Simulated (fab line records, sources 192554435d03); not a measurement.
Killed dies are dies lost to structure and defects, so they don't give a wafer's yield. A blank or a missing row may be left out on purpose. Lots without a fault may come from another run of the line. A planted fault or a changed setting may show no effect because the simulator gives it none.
Split-lot experiment | flow n5_finfet | 7 lots, 21 wafers read, on a route of 1938 steps

THE SPLIT
At N5_BEOL_M4_COAT_05 (resist thk 30 nm), the setting spin_rpm was moved away from the recipe's 1500 rpm on 10 of the 21 wafers read, by -4.8% to +8.8%. The other wafers ran this setting at the recipe's value.

FROM THE SPLIT TO THE READING: what the file shows between them, 2 steps
- N5_BEOL_M4_EBR_07
- N5_BEOL_M4_SOFTBAKE_06: time 60 s

THE READING
CAR-EUV_of_BEOL_M4_COAT_05.thk_nm (the simulator's own value, which no gauge read), in nm, at N5_BEOL_M4_DESCUM_16 (chemistry O2, time 7 s). The file gives no usual value for it. The 11 wafers here that ran the recipe average 26.0 nm, standard deviation 0.17 nm.

wafer  | tool, chamber at the split | spin_rpm as run, rpm | against the recipe | CAR-EUV_of_BEOL_M4_COAT_05.thk_nm, nm | against lot-mates on the recipe
L074.1 | litho_track-05, 0          | 1628                 | +8.5%              | 24.8                                  | -1.0
L074.2 | litho_track-05, 0          | 1628                 | +8.5%              | 24.8                                  | -1.0
L074.6 | litho_track-05, 0          | 1500                 | recipe             | 25.8                                  | -
L076.1 | litho_track-04, 0          | 1561                 | +4.1%              | 25.4                                  | -0.8
L076.6 | litho_track-04, 0          | 1561                 | +4.1%              | 25.4                                  | -0.8
L076.3 | litho_track-04, 0          | 1500                 | recipe             | 26.2                                  | -
L079.2 | litho_track-01, 0          | 1500                 | recipe             | 26                                    | -
L079.4 | litho_track-01, 0          | 1614                 | +7.6%              | 24.8                                  | -1.2
L079.6 | litho_track-01, 0          | 1614                 | +7.6%              | 25                                    | -1.0
L081.3 | litho_track-01, 0          | 1500                 | recipe             | 25.8                                  | -
L081.4 | litho_track-01, 0          | 1500                 | recipe             | 26                                    | -
L081.6 | litho_track-01, 0          | 1500                 | recipe             | 26                                    | -
L095.1 | litho_track-01, 0          | 1606                 | +7.1%              | 25                                    | -1.0
L095.4 | litho_track-01, 0          | 1500                 | recipe             | 26                                    | -
L095.5 | litho_track-01, 0          | 1500                 | recipe             | 26                                    | -
L094.1 | litho_track-01, 0          | 1632                 | +8.8%              | 24.8                                  | -1.5
L094.3 | litho_track-01, 0          | 1500                 | recipe             | 26.4                                  | -
L094.6 | litho_track-01, 0          | 1500                 | recipe             | 26.2                                  | -
L097.1 | litho_track-01, 0          | 1428                 | -4.8%              | 26.8                                  | +0.8
L097.2 | litho_track-01, 0          | 1500                 | recipe             | 26                                    | -
L097.5 | litho_track-01, 0          | 1428                 | -4.8%              | 26.6                                  | +0.6

THE FIT
A straight line over all 21 wafers: CAR-EUV_of_BEOL_M4_COAT_05.thk_nm changes by -0.145 nm for each +1% of spin_rpm; r = -0.98; the points scatter about the line by 0.14 nm.
The same after taking each lot's own level away (the mean of its wafers on the recipe; 21 wafers): -0.143 nm for each +1%; r = -0.98; scatter 0.13 nm.
On that fit, the largest move of spin_rpm shifts the reading by 1.3 nm.
The lots' own levels span 25.80 to 26.30 nm, that is 3.0 times the standard deviation above.
So the lot-to-lot level changes the slope little: the two slopes agree.
Check: with one of the wafers moved furthest among these (+8.8%) left out of the fit, the line predicts -1.22 nm for it against its lot-mates. It came out at -1.5 nm against them.

OTHER SPLITS ON THESE WAFERS
These wafers also went through other splits before the reading. Each is held against what the fit with the lots' levels taken away leaves over:
other split on the same wafers            | wafers away from the commonest value | r with CAR-EUV_of_BEOL_M4_COAT_05.thk_nm (lot level and that fit taken away)
N5_ILD0_CMP_12 down_force_psi             | 5                                    | -0.22
N5_SDB_COAT_05 spin_rpm                   | 6                                    | -0.62
N5_HKMG_FIN_COAT_06 spin_rpm              | 5                                    | -0.52
N5_HKMG_FIN_DEVELOP_11 develop_time_s     | 6                                    | +0.32
N5_MOL_CONTACT_COAG_VIA_ETCH_117 bias_w   | 12                                   | +0.24
N5_BEOL_M0_SAQP_COAT_08 spin_rpm          | 6                                    | +0.37
N5_BEOL_M0_SAQP_DEVELOP_13 develop_time_s | 8                                    | +0.44
N5_BEOL_M0_CUTY_ETCH_63 source_w          | 5                                    | -0.06
N5_BEOL_M0_ETCH_128 source_w              | 9                                    | -0.15
N5_BEOL_M1_ETCH_64 bias_w                 | 9                                    | +0.38
N5_BEOL_M3_TRENCH_ETCH_37 bias_w          | 8                                    | +0.16

THE WHOLE CHAIN: every reading that the file lists as answering this split, in the file's order
step                 | what it does           | reading                                                                            | change (the file's fit)               | r (the file's)
N5_BEOL_M4_COAT_05   | resist thk 30 nm       | CAR-EUV_of_BEOL_M4_COAT_05.thk_nm (the simulator's own value, which no gauge read) | -0.142 nm for each +1% of the setting | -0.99
N5_BEOL_M4_DESCUM_16 | chemistry O2, time 7 s | CAR-EUV_of_BEOL_M4_COAT_05.thk_nm (the simulator's own value, which no gauge read) | -0.147 nm for each +1% of the setting | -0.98

THE FILE'S OWN FIT
CAR-EUV_of_BEOL_M4_COAT_05.thk_nm changes by -0.147 nm for each +1% of spin_rpm, r = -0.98.
